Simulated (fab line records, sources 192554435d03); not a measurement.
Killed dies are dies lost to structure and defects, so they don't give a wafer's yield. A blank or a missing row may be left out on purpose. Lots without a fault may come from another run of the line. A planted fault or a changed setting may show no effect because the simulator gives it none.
Chamber matching | flow n5_finfet | N5_BEOL_M4_ILD_DEP_00 on pecvd-04: 3 sister chambers
The step deposits SiOC from DEMS/O2, target thk 79 nm, time 15.3 s. 3 wafers are shown with their chamber, then 12 later ones without.

WAFERS WITH THEIR CHAMBER
wafer  | chamber | throttle_valve_pct (%)
L084.6 | 1       | 12.1
L088.3 | 2       | 10.9
L088.5 | 0       | 14.8

WAFERS WITHOUT THEIR CHAMBER
wafer  | throttle_valve_pct (%)
L092.1 | 11.1
L092.2 | 12.0
L092.3 | 14.9
L094.2 | 15.1
L094.4 | 12.2
L094.5 | 11.0
L093.1 | 12.1
L093.4 | 15.0
L093.5 | 12.1
L097.1 | 12.2
L097.5 | 15.1
L097.6 | 11.2

WHICH CHAMBER EACH WENT THROUGH
wafer  | from the rows above | in truth
L092.1 | 2                   | 2
L092.2 | 1                   | 1
L092.3 | 0                   | 0
L094.2 | 0                   | 0
L094.4 | 1                   | 1
L094.5 | 2                   | 2
L093.1 | 1                   | 1
L093.4 | 0                   | 0
L093.5 | 1                   | 1
L097.1 | 1                   | 1
L097.5 | 0                   | 0
L097.6 | 2                   | 2
Placed correctly: 12 of 12. Can't be placed from these rows: 0. Placed wrongly: 0.
How it was worked out, from the rows above alone: a wafer's distance from a chamber is the root of the sum, over the readings, of the square of ((its reading less the chamber's mean) divided by the reading's scatter). The wafer belongs to the nearest chamber; if the next one is less than 2 further off, it can't be placed. A chamber's mean is the mean of its shown wafers. The scatter: with one shown wafer a chamber, the root of the mean of the squares of how far each hidden wafer lies from its nearest shown one.
